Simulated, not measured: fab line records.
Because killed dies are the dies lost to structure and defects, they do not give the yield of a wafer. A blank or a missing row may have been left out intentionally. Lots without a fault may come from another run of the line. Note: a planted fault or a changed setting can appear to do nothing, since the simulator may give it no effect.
Chamber matching || flow nandHarc || NHARC_A_BLC_CMP_25 on cmp-02 has 4 sister chambers
The step polishes, t overpolish 30 s, target thk 150 nm. 8 wafers are shown with their chamber, then 9 later ones without.

== WAFERS PAIRED WITH THEIR CHAMBERS ==
{"wafer": "L074.4", "chamber": 3, "motorCurrentA (A)": 13.4, "retainingRingPressureFrac": 0.990}
{"wafer": "L079.4", "chamber": 3, "motorCurrentA (A)": 13.4, "retainingRingPressureFrac": 0.996}
{"wafer": "L084.5", "chamber": 1, "motorCurrentA (A)": 12.2, "retainingRingPressureFrac": 0.999}
{"wafer": "L088.4", "chamber": 0, "motorCurrentA (A)": 12.1, "retainingRingPressureFrac": 0.999}
{"wafer": "L088.5", "chamber": 2, "motorCurrentA (A)": 11.7, "retainingRingPressureFrac": 1.003}
{"wafer": "L087.2", "chamber": 2, "motorCurrentA (A)": 12.0, "retainingRingPressureFrac": 1.006}
{"wafer": "L087.3", "chamber": 0, "motorCurrentA (A)": 11.5, "retainingRingPressureFrac": 0.995}
{"wafer": "L087.6", "chamber": 1, "motorCurrentA (A)": 12.9, "retainingRingPressureFrac": 1.001}

== WAFERS WHOSE CHAMBER IS MISSING ==
{"wafer": "L089.2", "motorCurrentA (A)": 13.9, "retainingRingPressureFrac": 0.998}
{"wafer": "L089.4", "motorCurrentA (A)": 12.5, "retainingRingPressureFrac": 1.000}
{"wafer": "L089.5", "motorCurrentA (A)": 12.9, "retainingRingPressureFrac": 1.005}
{"wafer": "L093.2", "motorCurrentA (A)": 12.6, "retainingRingPressureFrac": 1.002}
{"wafer": "L093.3", "motorCurrentA (A)": 12.2, "retainingRingPressureFrac": 0.996}
{"wafer": "L093.6", "motorCurrentA (A)": 13.0, "retainingRingPressureFrac": 1.003}
{"wafer": "L096.1", "motorCurrentA (A)": 11.7, "retainingRingPressureFrac": 0.991}
{"wafer": "L096.2", "motorCurrentA (A)": 12.4, "retainingRingPressureFrac": 1.001}
{"wafer": "L096.4", "motorCurrentA (A)": 13.5, "retainingRingPressureFrac": 1.009}

== WHICH CHAMBER EACH WENT THROUGH ==
{"wafer": "L089.2", "from the rows above": "can't be placed: 3 or 1", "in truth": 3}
{"wafer": "L089.4", "from the rows above": 1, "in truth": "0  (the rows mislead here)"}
{"wafer": "L089.5", "from the rows above": "can't be placed: 1 or 2", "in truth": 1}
{"wafer": "L093.2", "from the rows above": "can't be placed: 1 or 2", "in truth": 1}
{"wafer": "L093.3", "from the rows above": "can't be placed: 0 or 1 or 2", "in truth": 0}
{"wafer": "L093.6", "from the rows above": "can't be placed: 1 or 2", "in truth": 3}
{"wafer": "L096.1", "from the rows above": "can't be placed: 0 or 1", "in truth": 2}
{"wafer": "L096.2", "from the rows above": "can't be placed: 1 or 2 or 0", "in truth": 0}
{"wafer": "L096.4", "from the rows above": "can't be placed: 1 or 2 or 3", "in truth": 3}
Correct placement for 0 of the 9. Cannot be placed on the basis of these rows: 8; the candidates contain the true chamber in 6. Number placed wrongly: 1.
How it was worked out, from the rows above alone: a wafer's distance from a chamber is the root of the sum, over the readings, of the square of ((its reading less the chamber's mean) divided by the reading's scatter). The wafer belongs to the nearest chamber; if the next one is less than 2 further off, it can't be placed. For every chamber, the mean is computed from those of its wafers that are shown. The scatter: take each reading less its chamber's mean, square it, sum over the shown wafers, divide by the number of wafers less the number of chambers, and take the root.
